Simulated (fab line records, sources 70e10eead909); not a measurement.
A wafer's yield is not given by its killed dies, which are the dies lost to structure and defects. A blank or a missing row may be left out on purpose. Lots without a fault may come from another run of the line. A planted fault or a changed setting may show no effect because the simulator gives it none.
Which tool was responsible? + flow nand harc + 39 wafers from 13 lots sampled at 3 of the route's 1159 steps

## WHAT THE GAUGES SHOWED, per wafer
NHARC_A_M0_INSPECT_27. Usual: 427 for raw defect count, sd 110.
| lot  | measured     | on                | raw defect count | flag |
|------|--------------|-------------------|------------------|------|
| L269 | day 17 22:41 | defect inspect-02 | 544 412 446      |      |
| L268 | day 18 02:02 | defect inspect-02 | 365 301 319      |      |
| L271 | day 18 21:36 | defect inspect-01 | 498 363 343      |      |
| L276 | day 19 20:48 | defect inspect-01 | 454 300 361      |      |
| L278 | day 19 22:18 | defect inspect-01 | 406 282 412      |      |
| L277 | day 19 22:38 | defect inspect-01 | 378 413 527      |      |
| L279 | day 20 10:52 | defect inspect-01 | 335 326 419      |      |
| L280 | day 20 13:07 | defect inspect-02 | 571 553 714      |      |
| L281 | day 20 15:56 | defect inspect-01 | 283 400 336      |      |
| L282 | day 21 02:16 | defect inspect-02 | 406 482 508      |      |
| L284 | day 21 20:31 | defect inspect-01 | 370 353 411      |      |
| L290 | day 23 02:29 | defect inspect-02 | 502 449 493      |      |
| L291 | day 23 02:55 | defect inspect-02 | 584 676 363      |      |

NHARC_A_M1_CD_MEAS_09: target cd 120 nm. Usual: 120.1 nm for cd nm, sd 0.5.
| lot  | measured     | on        | cd nm (nm)        | flag |
|------|--------------|-----------|-------------------|------|
| L269 | day 18 00:04 | cd sem-02 | 120.3 119.8 120.2 |      |
| L268 | day 18 03:26 | cd sem-03 | 120.4 121.0 120.6 |      |
| L271 | day 18 23:18 | cd sem-03 | 120.6 120.1 120.3 |      |
| L276 | day 19 22:10 | cd sem-02 | 119.8 120.1 120.4 |      |
| L278 | day 19 23:37 | cd sem-01 | 120.8 120.1 120.9 |      |
| L277 | day 20 00:01 | cd sem-03 | 120.5 120.9 120.2 |      |
| L279 | day 20 12:26 | cd sem-02 | 119.3 119.5 119.7 |      |
| L280 | day 20 14:30 | cd sem-01 | 120.0 120.3 120.2 |      |
| L281 | day 20 17:19 | cd sem-01 | 118.8 119.3 120.0 |      |
| L282 | day 21 03:41 | cd sem-02 | 120.3 120.7 120.8 |      |
| L284 | day 21 21:55 | cd sem-02 | - - -             | OFF  |
| L290 | day 23 03:53 | cd sem-01 | 120.2 120.3 120.5 |      |
| L291 | day 23 04:19 | cd sem-02 | 120.8 119.8 120.3 |      |

## TOOL THAT RAN EACH LOT (tool first, then ch and the chambers of the sampled wafers, then the start)
| lot  | NHARC_A_M1_EXPOSE_06               |
|------|------------------------------------|
| L269 | arfi scanner-02 ch 0, day 17 23:55 |
| L268 | arfi scanner-03 ch 0, day 18 03:17 |
| L271 | arfi scanner-01 ch 0, day 18 23:10 |
| L276 | arfi scanner-01 ch 0, day 19 22:02 |
| L278 | arfi scanner-01 ch 0, day 19 23:29 |
| L277 | arfi scanner-02 ch 0, day 19 23:53 |
| L279 | arfi scanner-03 ch 0, day 20 12:18 |
| L280 | arfi scanner-01 ch 0, day 20 14:22 |
| L281 | arfi scanner-02 ch 0, day 20 17:11 |
| L282 | arfi scanner-01 ch 0, day 21 03:32 |
| L284 | arfi scanner-03, day 21 21:46      |
| L290 | arfi scanner-01 ch 0, day 23 03:46 |
| L291 | arfi scanner-03 ch 0, day 23 04:11 |
- NHARC_A_M1_EXPOSE_06: exposes mask A M1, target cd 120 nm.

## WHAT THE TOOLS THEMSELVES READ (means of the sampled wafers that have a number; where no wafer has one, the mark that the record gives instead)
NHARC_A_M1_EXPOSE_06. Usual: exposure dose mJ cm2 75.13, standard deviation 0.12; focus offset nm 0.0 nm, standard deviation 0.48; reticle temp C 23.00 C, standard deviation 0.094.
| lot  | tool            | exposure dose mJ cm2 | focus offset nm (nm) | reticle temp C (C) | flag |
|------|-----------------|----------------------|----------------------|--------------------|------|
| L269 | arfi scanner-02 | 75.09                | 0.7                  | 23.05              |      |
| L268 | arfi scanner-03 | 75.38                | 0.5                  | 22.98              |      |
| L271 | arfi scanner-01 | 75.16                | 0.4                  | 22.91              |      |
| L276 | arfi scanner-01 | 75.09                | 0.3                  | 23.06              |      |
| L278 | arfi scanner-01 | 75.08                | -0.3                 | 23.03              |      |
| L277 | arfi scanner-02 | 75.03                | -0.2                 | 23.00              |      |
| L279 | arfi scanner-03 | 75.29                | -0.0                 | 23.00              |      |
| L280 | arfi scanner-01 | 75.13                | -0.1                 | 23.07              |      |
| L281 | arfi scanner-02 | 75.04                | -0.7                 | 23.14              |      |
| L282 | arfi scanner-01 | 74.92                | 0.7                  | 22.90              |      |
| L284 | arfi scanner-03 | -                    | -                    | -                  | OFF  |
| L290 | arfi scanner-01 | 75.13                | 0.3                  | 23.02              |      |
| L291 | arfi scanner-03 | 75.19                | -0.1                 | 22.99              |      |

## THE ANSWER, worked out from the rows above alone
Rule: a lot is off if the mean of its wafers that have a number lies more than 3 standard deviations from the usual mean. Also off: a lot with no number at a reading for which 4 or more lots have one. Any other lot the step has rows for is counted as sound. First the gauges in route order, then the tools' own readings, where a lot's mean is used as printed above. The first step at which some lot is off is used, and at that step the reading that is off furthest; a lot without a number counts as furthest.
Off: L284, at NHARC_A_M1_CD_MEAS_09 (cd nm). Without a number there: L284.
If a tool, at a process step before that reading, ran all the lots that are off and no sound lot after the first of them, it fits. Not tried: the gauges at NHARC_A_M1_CD_MEAS_09; whatever is off there is also off at NHARC_A_M1_EXPOSE_06, on other tools, and gauge error can't account for it. Of those tried, none fits.

## WHAT WAS PUT IN BY THE SIMULATOR
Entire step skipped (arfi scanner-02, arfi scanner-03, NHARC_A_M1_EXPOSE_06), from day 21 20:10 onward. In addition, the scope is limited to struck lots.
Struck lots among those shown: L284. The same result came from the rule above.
